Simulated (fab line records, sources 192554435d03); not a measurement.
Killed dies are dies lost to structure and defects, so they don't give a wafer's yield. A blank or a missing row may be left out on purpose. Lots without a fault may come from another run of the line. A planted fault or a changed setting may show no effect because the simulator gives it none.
A struck lot beside a sound one | flow n5_finfet | 14 steps out of a route of 1938
Sound: wafers L355.1, L355.3, L355.4. Struck: wafer L367.4. (L367.5 of the same lot was not struck and is left out.) The cause comes at the end.
At each step with rows: each side's tool, then ch and its chambers, then its first start. Under that, the readings that differ: sound wafers | struck wafers | difference of the means | sigmas: that difference in standard deviations of wafers without a fault.
alike: readings whose means differ by less than 2 such deviations, and words and numbers that are the same on both sides. not compared: withheld readings, readings that some wafer has no value for, bounds like >300 that may hide the same value, and numbers for which the record gives no deviation and whose values overlap.
The two part at a step that has a row with sigmas, a row that says differs or no value, or rows on one side only. Numbers that don't overlap but have no deviation are shown without sigmas and don't part them. A reading that every wafer of one side lacks parts them only if that side has two wafers or more.

first, 8 steps without rows for these wafers: N5_PASSIVATION_HMDS_37 (time 60 s); N5_PASSIVATION_COAT_38; N5_PASSIVATION_EBR_40; N5_PASSIVATION_SOFTBAKE_39 (time 120 s); N5_PASSIVATION_EXPOSE_41 (exposes mask PASS OPEN, defocus 0 nm, target cd 40000 nm); N5_PASSIVATION_PEB_42; N5_PASSIVATION_DEVELOP_43 (develop time 60 s); N5_PASSIVATION_HARDBAKE_45 (time 120 s).
N5_PASSIVATION_CD_MEAS_44: target cd 40000 nm.
  sound on cd_sem-01 ch 0, day 12 07:44; struck on cd_sem-03 ch 0, day 14 20:52
  alike: cd_nm
N5_PASSIVATION_OVL_MEAS_66:
  sound on overlay-02 ch 0, day 12 07:46; struck on overlay-01 ch 0, day 14 20:53
  alike: PASS_OPEN_OVL
N5_PASSIVATION_INSPECT_67: inspects for defects (macro).
  sound on defect_inspect-01, day 12 07:47; struck on defect_inspect-01, day 14 20:55
  alike: raw_defect_count
N5_PASSIVATION_DESCUM_46: chemistry O2, time 7.9 s.
  sound on rie_diel-02 ch 0,1, day 12 07:49; struck on rie_diel-02 ch 1, day 14 21:10
  alike: chamber_pressure_mTorr, drypump_motor_current_A, oes_product_au, rf_vpp_V, showerhead_plenum_p_Torr, throttle_valve_pct
  not compared: rf_hours_counter_h
N5_PASSIVATION_PASS_ETCH_47: etches SiNx in CF4/O2, target depth 770 nm, time 385 s.
  sound on rie_diel-02 ch 0,1, day 12 07:51; struck on rie_diel-02 ch 1, day 14 21:13
  reading                        | sound             | struck | difference | sigmas
  chamber_pressure_mTorr (mTorr) | 40.03 40.00 39.90 | 40.08  | +0.10      | +3
  oes_product_au (a.u.)          | 0.68 0.83 0.84    | 1.06   | +0.28      | +4
  model.etch.depth_nm (nm)       | 771.4 787.4 790.4 | 1242   | +459       |
  alike: drypump_motor_current_A, mfc_ar_sccm, oes_f_703_au, oes_o_777_au, rf_vpp_V, showerhead_plenum_p_Torr, throttle_valve_pct
  not compared: rf_hours_counter_h
N5_PASSIVATION_ETCH_54: etches SiO2 in CHF3/O2, target depth 880 nm, time 440 s.
  sound on rie_diel-02 ch 0,1, day 12 08:05; struck on rie_diel-02 ch 1, day 14 21:26
  reading               | sound          | struck | difference | sigmas
  oes_f_703_au (a.u.)   | 0.69 0.83 0.83 | 0.94   | +0.16      | +2
  oes_product_au (a.u.) | 0.68 0.84 0.83 | 0.94   | +0.16      | +2
  alike: chamber_pressure_mTorr, drypump_motor_current_A, mfc_ar_sccm, oes_o_777_au, rf_vpp_V, showerhead_plenum_p_Torr, throttle_valve_pct
  not compared: rf_hours_counter_h

WHERE THEY PART
First at N5_PASSIVATION_PASS_ETCH_47; last, within this record, at N5_PASSIVATION_ETCH_54.

WHY: what the simulator had put in
Process parameter drift: rie_diel-02, from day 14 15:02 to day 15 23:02, at N5_PASSIVATION_PASS_ETCH_47. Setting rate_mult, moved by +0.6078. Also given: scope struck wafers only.
